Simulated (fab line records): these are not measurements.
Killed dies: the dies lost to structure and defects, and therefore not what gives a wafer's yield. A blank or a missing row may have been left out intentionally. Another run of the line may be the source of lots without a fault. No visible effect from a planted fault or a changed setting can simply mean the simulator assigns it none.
The tool behind it: which one? ; flow n5Finfet ; 11 lots, 31 wafers sampled, at 3 steps of a route of 1938

WHAT THE GAUGES READ, wafer by wafer
N5_BEOL_M7_INSPECT_13: inspects for defects (brightfield). Usual: rawDefectCount reads 416 (standard deviation 93).
lot;measured;on;rawDefectCount;flag
L446;day 13 13:38;defectInspect-01;390 323 479;
L448;day 13 16:44;defectInspect-01;354 322;
L450;day 13 16:46;defectInspect-01;400 478 367;
L449;day 13 16:56;defectInspect-01;390 391 351;
L451;day 14 18:44;defectInspect-01;422 468;
L460;day 16 07:56;defectInspect-01;397 421 395;
L458;day 16 18:22;defectInspect-01;398 298 451;
L461;day 16 23:02;defectInspect-02;396 349 580;
L465;day 18 04:12;defectInspect-02;375 458 371;
L466;day 18 04:37;defectInspect-01;456 532 589;
L468;day 18 17:11;defectInspect-01;480 424 354;

N5_BEOL_M7_CD_MEAS_28: target cd 40 nm. Usual: cdNm reads 39.99 nm (standard deviation 0.26).
lot;measured;on;cdNm (nm);flag
L446;day 13 15:49;cdSem-03;40.35 40.35 40.55;
L448;day 13 17:59;cdSem-02;40.19 39.60;
L450;day 13 18:10;cdSem-02;39.91 40.08 39.73;
L449;day 13 18:56;cdSem-02;39.88 40.33 40.20;
L451;day 14 19:55;cdSem-01;40.21 39.93;
L460;day 16 11:05;cdSem-02;39.57 40.10 40.21;
L458;day 16 19:25;cdSem-02;40.02 39.77 39.89;
L461;day 17 00:01;cdSem-03;40.11 39.87 39.85;
L465;day 18 05:10;cdSem-03;40.00 39.90 39.76;
L466;day 18 09:20;cdSem-01;39.84 39.85 40.03;
L468;day 18 19:05;cdSem-01;39.55 40.10 40.28;

EACH LOT AND THE TOOL THAT RAN IT (in order: tool; ch and the chambers of the sampled wafers; start)
lot;N5_BEOL_M7_ETCH_61
L446;rieDiel-02 ch 2,3, day 13 13:49
L448;rieDiel-02 ch 1,2, day 13 16:56
L450;rieDiel-06 ch 0,1,2, day 13 16:59
L449;rieDiel-03 ch 0,1,3, day 13 17:16
L451;rieDiel-06 ch 2, day 14 19:01
L460;rieDiel-03 ch 0,1, day 16 08:01
L458;rieDiel-03 ch 0,3, day 16 18:26
L461;rieDiel-03 ch 0,3, day 16 23:15
L465;rieDiel-03 ch 0,1,3, day 18 04:24
L466;rieDiel-03 ch 1,2, day 18 04:41
L468;rieDiel-02 ch 0,1,2, day 18 17:17
- N5_BEOL_M7_ETCH_61: etches SiARC in CF4, target depth 45.5 nm, time 75.8 s.

AS READ BY THE TOOLS THEMSELVES (means over the sampled wafers that have a number; for cases with no such wafer, the mark the record gives instead)
N5_BEOL_M7_ETCH_61. Usual: for biasW, 36.01 W with a standard deviation of 0.13; for drypumpMotorCurrentA, 5.7 A with a standard deviation of 0.41; for etchRfOnTimeS, 75.4 s with a standard deviation of 2.4; for oesProductAu, 0.69 a.u. with a standard deviation of 0.081; for rfVppV, 184.0 V with a standard deviation of 1.3; for showerheadPlenumPTorr, 2.15 Torr with a standard deviation of 0.078; for throttleValvePct, 15.6 % with a standard deviation of 0.33.
lot;tool;biasW (W);drypumpMotorCurrentA (A);etchRfOnTimeS (s);oesProductAu (a.u.);rfVppV (V);showerheadPlenumPTorr (Torr);throttleValvePct (%);flag
L446;rieDiel-02;36.00;5.5;77.2;0.65;185.1;2.19;15.6;
L448;rieDiel-02;35.99;5.3;76.9;0.60;182.7;2.10;16.1;
L450;rieDiel-06;36.05;5.7;76.8;0.66;184.1;2.13;15.6;
L449;rieDiel-03;36.15;5.8;75.1;0.74;184.5;2.15;15.5;
L451;rieDiel-06;36.05;5.8;78.1;0.59;184.3;2.21;15.4;
L460;rieDiel-03;35.93;5.7;72.9;0.78;184.9;2.15;15.3;
L458;rieDiel-03;35.96;5.6;73.3;0.69;183.6;2.12;15.7;
L461;rieDiel-03;36.14;6.0;75.2;0.64;184.2;2.13;15.8;
L465;rieDiel-03;36.24;5.9;74.3;0.70;183.8;2.14;15.6;
L466;rieDiel-03;36.03;6.0;74.3;0.80;185.5;2.23;15.0;
L468;rieDiel-02;35.96;5.5;77.2;0.68;184.2;2.17;15.8;

THE ANSWER, worked out from the rows above alone
Rule: a lot counts as off when the mean over its wafers that have a number is more than 3 standard deviations away from the usual mean. A lot without any number at a reading at which 4 lots or more have one is off too. All remaining lots with rows at the step are treated as sound. The gauges are gone through in route order, then the tools' own readings, and for those a lot's mean is taken as printed above. The first step at which some lot is off is used, and at that step the reading that is off furthest; a lot without a number counts as furthest.
Nothing can be told from this: no lot is off at any reading shown.

WHAT THE SIMULATOR PUT IN
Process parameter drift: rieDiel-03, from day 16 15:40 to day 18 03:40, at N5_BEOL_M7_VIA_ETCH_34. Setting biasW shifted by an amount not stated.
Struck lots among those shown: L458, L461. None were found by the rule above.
